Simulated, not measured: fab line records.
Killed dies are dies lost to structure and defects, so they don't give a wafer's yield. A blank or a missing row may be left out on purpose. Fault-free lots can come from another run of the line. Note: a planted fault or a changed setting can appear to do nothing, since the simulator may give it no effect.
fab line records / flow n5_finfet
record: lots: 3 wafers: 9 last_day: 18
route steps=1938 shown BEOL_M2@922 BEOL_M3@931 PASSIVATION@1936
lots that met no fault: taken from a fault-free run of the same line
start_h: start of the lot's first displayed wafer, in hours after the record's first day / wait_h: hours since the lot's step before / " unchanged from the row above / L1.1+2: several wafers, shown together as one row / - either no value or no given start / * or withheld: withheld / < > ~ a bound
route shown NAME@n: a module of which the file shows steps, and the number in the route of the first / usual: mean/standard deviation taken from wafers without a fault / same: alike in all rows / chamber/n: place in a boat / sites: per-site readings / _std_site: the values' standard deviation / _edge_site: mean of outer sites minus mean of inner sites / radius_mm: for every site, how far away it sits from the centre of the wafer / mask NAME#n: copy n / behind: tool/chamber where the wafer was last shaped / hold: the reason the lot was held/the length of the hold in hours/how it ended / device: transistor that didn't switch, given as n, p or np / end of line: the tests these same wafers got at the end of their route / a step without rows: its recipe alone / killed: dies lost to structure and defects at the first sort, not the wafer's yield / map: the dies of a wafer, with x for killed, . for not killed, _ for no die there
set.NAME: setting as actually run; set.NAME@STEP: the setting as run at that earlier step / model.NAME: the simulator's own value behind a step, which no gauge read
a table for each step, a row for each wafer; lots at some steps of the route
== steps ==
step: N5_BEOL_M2_ANNEAL_51
recipe: temp_c: 225 time_s: 90 ambient: N2
step: N5_BEOL_M2_CMP_52
recipe: stop_on: SiOC t_overpolish_s: 6.8 down_force_psi: 1 platen_rpm: 50 clearing_platen_down_force_psi: 1.5 clearing_platen_rpm: 50 post_cmp_clean: cu_alkaline target_thk_nm: 40 clearing_platen_pad_velocity_m_s: 0.99484 pad_velocity_m_s: 0.99484
step: N5_BEOL_M2_PRE_CLEAN_60
recipe: gas: NH3/H2 time_s: 15 temp_c: * rf_power_w: 300
step: N5_BEOL_M2_CO_CAP_55
recipe: material: Co target_thk_a: 20 temp_c: 200 precursor: CCTBA/H2 pressure_torr: 30 time_s: 102.1
step: N5_BEOL_M2_PRE_CLEAN_56
recipe: gas: NH3 time_s: 15 temp_c: withheld rf_power_w: 300
step: N5_BEOL_M2_DEP_57
recipe: material: SiCN target_thk_a: 80 temp_c: withheld precursor: 3MS/NH3 pressure_torr: 3 rf_w: 202 time_s: 14
step: N5_BEOL_M3_ILD_DEP_00
recipe: material: SiOC target_thk_a: 790 temp_c: 350 precursor: DEMS/O2 pressure_torr: 5 rf_w: 500 time_s: 15.3
step: N5_BEOL_M3_PECVD_72
recipe: material: SiO2 target_thk_a: 160 temp_c: 400 precursor: TEOS/O2 pressure_torr: 5.5 rf_w: 450 teos_flow_sccm: 53.8 gas: O2 flow_sccm: 3000 time_s: 18
step: N5_BEOL_M3_HM_DEP_02
recipe: material: TiN target_thk_a: 200 temp_c: 25 chamber_pressure_pa: 0.49996
usual: throttle_valve_pct: 29.9/1
lot.wafer=L471.2 tool=pvd_sputter-03 chamber=- start_h=198.50 wait_h=1.3 throttle_valve_pct=28.9
lot.wafer=L471.5 tool=pvd_sputter-03 chamber=- start_h=198.50 wait_h=1.3 throttle_valve_pct=30.6
lot.wafer=L471.6 tool=pvd_sputter-03 chamber=- start_h=198.50 wait_h=1.3 throttle_valve_pct=30.5
lot.wafer=L477.2 tool=pvd_sputter-01 chamber=- start_h=231.71 wait_h=0.8 throttle_valve_pct=27.7
lot.wafer=L477.3 tool=pvd_sputter-01 chamber=- start_h=231.71 wait_h=0.8 throttle_valve_pct=30.9
lot.wafer=L477.5 tool=pvd_sputter-01 chamber=- start_h=231.71 wait_h=0.8 throttle_valve_pct=29.8
lot.wafer=L482.1 tool=pvd_sputter-03 chamber=- start_h=268.38 wait_h=1.3 throttle_valve_pct=29.1
lot.wafer=L482.4 tool=pvd_sputter-03 chamber=- start_h=268.38 wait_h=1.3 throttle_valve_pct=30.7
lot.wafer=L482.5 tool=pvd_sputter-03 chamber=- start_h=268.38 wait_h=1.3 throttle_valve_pct=29.5
step: N5_BEOL_M3_COAT_61
recipe: resist: SOC temp_c: 250 time_s: 60 spin_rpm: 1500 resist_thk_nm: 60
step: N5_BEOL_M3_COAT_62
recipe: resist: SiARC temp_c: 220 time_s: 60 spin_rpm: 1500 resist_thk_nm: 12
step: N5_BEOL_M3_COAT_73
recipe: resist: underlayer temp_c: 205 time_s: 60 spin_rpm: 1500 resist_thk_nm: 5
step: N5_BEOL_M3_COAT_05
recipe: resist: CAR-EUV spin_rpm: 1500 resist_thk_nm: 30
step: N5_BEOL_M3_EBR_07
recipe: solvent: PGMEA ebr_width_mm: 1.5
step: N5_BEOL_M3_SOFTBAKE_06
recipe: temp_c: 110 time_s: 60 resist: CAR-EUV
step: N5_BEOL_M3_EXPOSE_08
recipe: mask_id: M3 na: 0.33 source_shape: dipole sigma_inner: 0.369 sigma_outer: 0.767 polarization: unpolarized dose_mj: 33
step: N5_BEOL_M3_PEB_09
recipe: peb_temp_c: 100 peb_time_s: 60 resist: CAR-EUV
step: N5_BEOL_M3_DEVELOP_10
recipe: develop_time_s: 30 developer: TMAH resist: CAR-EUV rinse_liquid: surfactant_rinse dry: air_spin dev_temp_c: 23
step: N5_BEOL_M3_DESCUM_16
recipe: chemistry: O2 time_s: 7 source_power_w: 50 bias_power_w: 20 pressure_mtorr: 20 rf_frequency_hz: 2.712e+07 temp_c: 40 resist: CAR-EUV o2_flow_sccm: 225
step: N5_BEOL_M3_ETCH_74
recipe: chemistry: N2/H2 target: underlayer target_depth_a: 65 mask_material: CAR-EUV time_s: 5.2 ion_energy_ev: 200 pressure_mtorr: 30 source_w: 840 bias_w: 150 n2_flow_sccm: 200 h2_flow_sccm: 200 ends: cleared
step: N5_BEOL_M3_ETCH_63
recipe: chemistry: CF4 target: SiARC target_depth_a: 156 mask_material: CAR-EUV time_s: 26 ion_energy_ev: 80 pressure_mtorr: 40 source_w: 545 bias_w: 36 Ar_flow_sccm: 100 cf4_flow_sccm: 100 ends: cleared
step: N5_BEOL_M3_ETCH_64
recipe: chemistry: N2/H2 target: SOC target_depth_a: 750 overetch_a: 150 mask_material: SiARC temp_c: 40 time_s: 112.5 ion_energy_ev: 200 pressure_mtorr: 30 source_w: 840 bias_w: 150 n2_flow_sccm: 200 h2_flow_sccm: 200
step: N5_BEOL_M3_STRIP_65
recipe: chemistry: N2/H2 temp_c: 40 n2_flow_sccm: 200 h2_flow_sccm: 200 rf_frequency_hz: 6e+07
step: N5_BEOL_M3_STRIP_75
recipe: chemistry: N2/H2 temp_c: 40 n2_flow_sccm: 200 h2_flow_sccm: 200 rf_frequency_hz: 6e+07
step: N5_BEOL_M3_STRIP_66
recipe: chemistry: CF4 resist: SiARC power_w: 300 bias_power_w: 75 pressure_mtorr: 50 cf4_flow_sccm: 150 rf_frequency_hz: 6e+07
step: N5_BEOL_M3_HM_OPEN_17
recipe: chemistry: Cl2/BCl3 target_depth_a: 200 overetch_a: 60 target: TiN mask_material: SOC ion_energy_ev: 150 pressure_mtorr: 10 icp_w: 1000 bias_w: 126 Cl2_flow_sccm: 53.25 bcl3_flow_sccm: 21.75 Ar_flow_sccm: 25
step: N5_BEOL_M3_STRIP_19
recipe: chemistry: O2 power_w: 400 temp_c: 40 pressure_mtorr: 30 rf_frequency_hz: 6e+07 bias_power_w: 0 overash_fraction: 0.2 o2_flow_sccm: 225
step: N5_BEOL_M3_COAT_67
recipe: resist: SOC temp_c: 250 time_s: 60 spin_rpm: 1500 resist_thk_nm: 60
step: N5_BEOL_M3_COAT_68
recipe: resist: SiARC temp_c: 220 time_s: 60 spin_rpm: 1500 resist_thk_nm: 12
step: N5_BEOL_M3_COAT_76
recipe: resist: underlayer temp_c: 205 time_s: 60 spin_rpm: 1500 resist_thk_nm: 5
step: N5_BEOL_M3_COAT_22
recipe: resist: CAR-EUV spin_rpm: 1500 resist_thk_nm: 30
step: N5_BEOL_M3_EBR_24
recipe: solvent: PGMEA ebr_width_mm: 1.5
step: N5_BEOL_M3_SOFTBAKE_23
recipe: temp_c: 110 time_s: 60 resist: CAR-EUV
step: N5_BEOL_M3_EXPOSE_25
recipe: mask_id: V2 na: 0.33 source_shape: quasar sigma_inner: 0.2 sigma_outer: 0.8 polarization: unpolarized defocus_nm: 5 dose_mj: 63
step: N5_PASSIVATION_PROBE_49
usual: defect_limited_yield: 91.5/1.4 killed_at_M0_to_M3: 34/11 killed_at_M4_up: 15/6 killed_at_contacts: 11/5.9 killed_at_front_end: 37/11 killed_at_other: 3.6/2.9 killed_dies: 101/17 killed_on_rim: 13/4 killed_open: 66/12 killed_short: 33/7.8 sort_bin_5_function: 5.0/0.97 sort_bin_6_memory: 3.2/0.65 sort_n_pass: 1079/17 sort_yield_pct: 91.4/1.4
same: gross_dies: 1180 killed_at_back_side: 0 sort_bin_4_leakage[%]: 0 sort_bin_8_speed[%]: 0
lot.wafer=L477.2 tool=prober-01 chamber=- start_h=375.92 wait_h=0.1 defect_limited_yield[%]=92.9 killed_at_M0_to_M3=33 killed_at_M4_up=8 killed_at_contacts=3 killed_at_front_end=35 killed_at_other=5 killed_dies=84 killed_on_rim=5 killed_open=62 killed_short=22 sort_bin_5_function[%]=4.7 sort_bin_6_memory[%]=2.3 sort_n_pass=1096 sort_yield_pct[%]=92.9
lot.wafer=L477.3 tool=prober-01 chamber=- start_h=375.97 wait_h=0.1 defect_limited_yield[%]=90.7 killed_at_M0_to_M3=27 killed_at_M4_up=7 killed_at_contacts=5 killed_at_front_end=69 killed_at_other=2 killed_dies=110 killed_on_rim=13 killed_open=70 killed_short=40 sort_bin_5_function[%]=4.7 sort_bin_6_memory[%]=4.2 sort_n_pass=1070 sort_yield_pct[%]=90.7
lot.wafer=L477.5 tool=prober-01 chamber=- start_h=376.07 wait_h=0.2 defect_limited_yield[%]=93.2 killed_at_M0_to_M3=19 killed_at_M4_up=11 killed_at_contacts=11 killed_at_front_end=36 killed_at_other=3 killed_dies=80 killed_on_rim=13 killed_open=53 killed_short=25 sort_bin_5_function[%]=3.7 sort_bin_6_memory[%]=2.6 sort_n_pass=1100 sort_yield_pct[%]=93.2
lot.wafer=L482.1 tool=prober-01 chamber=- start_h=423.65 wait_h=0.0 defect_limited_yield[%]=89.1 killed_at_M0_to_M3=84 killed_at_M4_up=6 killed_at_contacts=6 killed_at_front_end=32 killed_at_other=1 killed_dies=129 killed_on_rim=21 killed_open=36 killed_short=23 sort_bin_5_function[%]=7.3 sort_bin_6_memory[%]=2.3 sort_n_pass=1051 sort_yield_pct[%]=89.1
lot.wafer=L482.4 tool=prober-01 chamber=- start_h=423.80 wait_h=0.2 defect_limited_yield[%]=89.0 killed_at_M0_to_M3=62 killed_at_M4_up=13 killed_at_contacts=10 killed_at_front_end=40 killed_at_other=5 killed_dies=130 killed_on_rim=26 killed_open=55 killed_short=29 sort_bin_5_function[%]=7.3 sort_bin_6_memory[%]=2.5 sort_n_pass=1050 sort_yield_pct[%]=89.0
lot.wafer=L482.5 tool=prober-01 chamber=- start_h=423.85 wait_h=0.2 defect_limited_yield[%]=87.2 killed_at_M0_to_M3=87 killed_at_M4_up=17 killed_at_contacts=5 killed_at_front_end=42 killed_at_other=0 killed_dies=151 killed_on_rim=26 killed_open=59 killed_short=24 sort_bin_5_function[%]=8.3 sort_bin_6_memory[%]=3.3 sort_n_pass=1029 sort_yield_pct[%]=87.2
killed by level:class
L477.2 BEOL_M2:geometric_particle:open=9 FIN_SAQP:geometric_particle:open=7 STI_FIN_REVEAL:geometric_particle:open=7 DUMMY_GATE:geometric_particle:open=7 BEOL_M0_SAQP:geometric_particle:short=6 BEOL_M1:geometric_particle:open=6 BEOL_M3:geometric_particle:open=6 BEOL_M4:geometric_particle:short=4
L477.3 STI_FIN_REVEAL:geometric_particle:open=26 FIN_SAQP:geometric_particle:open=8 BEOL_M1:geometric_particle:open=8 BEOL_M3:geometric_particle:open=7 STI_FIN_REVEAL:geometric_particle:short=6 STARTING-WAFER:geometric_particle:short=6 FIN_SAQP:geometric_particle:short=5 DUMMY_GATE:geometric_particle:open=5
L477.5 STI_FIN_REVEAL:geometric_particle:open=9 MOL_CONTACT_COAG:geometric_particle:open=9 BEOL_M1:geometric_particle:open=7 DUMMY_GATE:geometric_particle:open=5 FIN_SAQP:geometric_particle:short=4 DUMMY_GATE:geometric_particle:short=4 BEOL_M5:geometric_particle:open=4 GATE_CUT:geometric_particle:short=4
L482.1 BEOL_M3:unspecified=69 STI_FIN_REVEAL:geometric_particle:open=7 MOL_CONTACT_COAG:geometric_particle:open=6 GATE_CUT:geometric_particle:short=5 BEOL_M2:geometric_particle:open=5 FIN_SAQP:geometric_particle:short=4 FIN_SAQP:geometric_particle:open=4 BEOL_M0_SAQP:geometric_particle:short=4
L482.4 BEOL_M3:unspecified=44 STI_FIN_REVEAL:geometric_particle:open=13 BEOL_M4:geometric_particle:open=10 FIN_SAQP:geometric_particle:short=7 MOL_CONTACT_COAG:geometric_particle:open=7 BEOL_M3:geometric_particle:open=6 DUMMY_GATE:geometric_particle:open=4 BEOL_M0_SAQP:geometric_particle:short=4
L482.5 BEOL_M3:unspecified=67 STI_FIN_REVEAL:geometric_particle:open=15 BEOL_M4:geometric_particle:open=8 FIN_SAQP:geometric_particle:short=7 BEOL_M2:geometric_particle:open=6 DUMMY_GATE:geometric_particle:open=5 BEOL_M0_SAQP:geometric_particle:open=5 BEOL_M0_SAQP:geometric_particle:short=5
map L482.5 (x killed, . not)
_________________............________________
______________.x...x............_____________
___________.....................x..__________
__________....................x....._________
________.........x.............xx....._______
_______..x.............x...............______
______.......x.......x.................._____
_____...........xx.......................____
____...x.......x...........x.x.x..........___
___........x....x..........x...............__
___..xx..............x...x......x..........__
__...x......................x......x........_
__...................x......x..........x..x._
_...xx.....x....x..........................x.
_x...........................................
_.x..xx....x........x....x...................
_.......x....xx....................x.........
_x......x...x................................
_x..xxxxx....x......................x........
_xxx.xxx..................x............x.....
_.xxxxxx..x............x.................x...
__xxxxxxxx.................x.............x.._
__xxxxxxx..x...............x....x..........._
___xxxxxxxxx...............x..............x__
___xxxxxxx.x..................x.x...x.....x__
____xxxxxx............x.x.................___
_____xxxx...x............xxxx......x.....____
______x................................._____
_______.x................x......x...xx.______
________...........x.................._______
__________.......................x.x_________
___________..................x....x__________
______________..........x......._____________
_________________.........x..________________
map L471.2 (x killed, . not)
_________________.......xx...________________
______________...........x......_____________
___________...............x.x......__________
__________x................x........_________
________......x....x.....x............_______
_______...........x....................______
______x....xx.................x..x......_____
_____....x....x.x...............x........____
____..............xx..................x...___
___......x.........x.xx....x..........x....__
___..x...x.......x..x.x.....x....x.........__
__.......x.....x.x..................x.xx.x.._
__.......x......x.........x..............x.._
_.............................x.....x...x..x.
_...................x........................
_.................x...x..............x.......
_.x.................x......................x.
_...x.............x..........................
_..........x.............................x...
_.............x.....x....x.....x.............
_...x.....................................x..
__..............................x..x........_
__.....x.............x.xx....x......x.....x._
___....xx....................x..x..........__
___........xx...x............x.............__
____.......................x.........x....___
_____......x..............x...x..........____
______...................x.............._____
_______.x..x.....xx....................______
________..x.......x.x..xx.....x......._______
__________x..x...........x.........._________
___________....................x...__________
______________.xx.x....x........_____________
_________________.....x......________________
== key ==
first_sign: step: N5_PASSIVATION_PROBE_49 reading: killed_at_M0_to_M3 direction: up sigmas: 4 usual: 34 struck: 78
effect: step: N5_PASSIVATION_PROBE_49 reading: defect_limited_yield direction: down sigmas: 2.2 usual: 91.5 struck: 88.4
more_kills_born_at: N5_BEOL_M3_HM_DEP_02@pvd_sputter-03: 180
met_at N5_BEOL_M3_HM_DEP_02
struck_wafers L482.1,L482.4,L482.5
onset_between 198.50 268.38
also_fits time
fault: kind: chamber_particle_source tool: pvd_sputter-03 chamber: - onset_h: 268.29 steps: N5_BEOL_M3_HM_DEP_02 rate_per_visit_cm2: 0.38759 end_h: 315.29
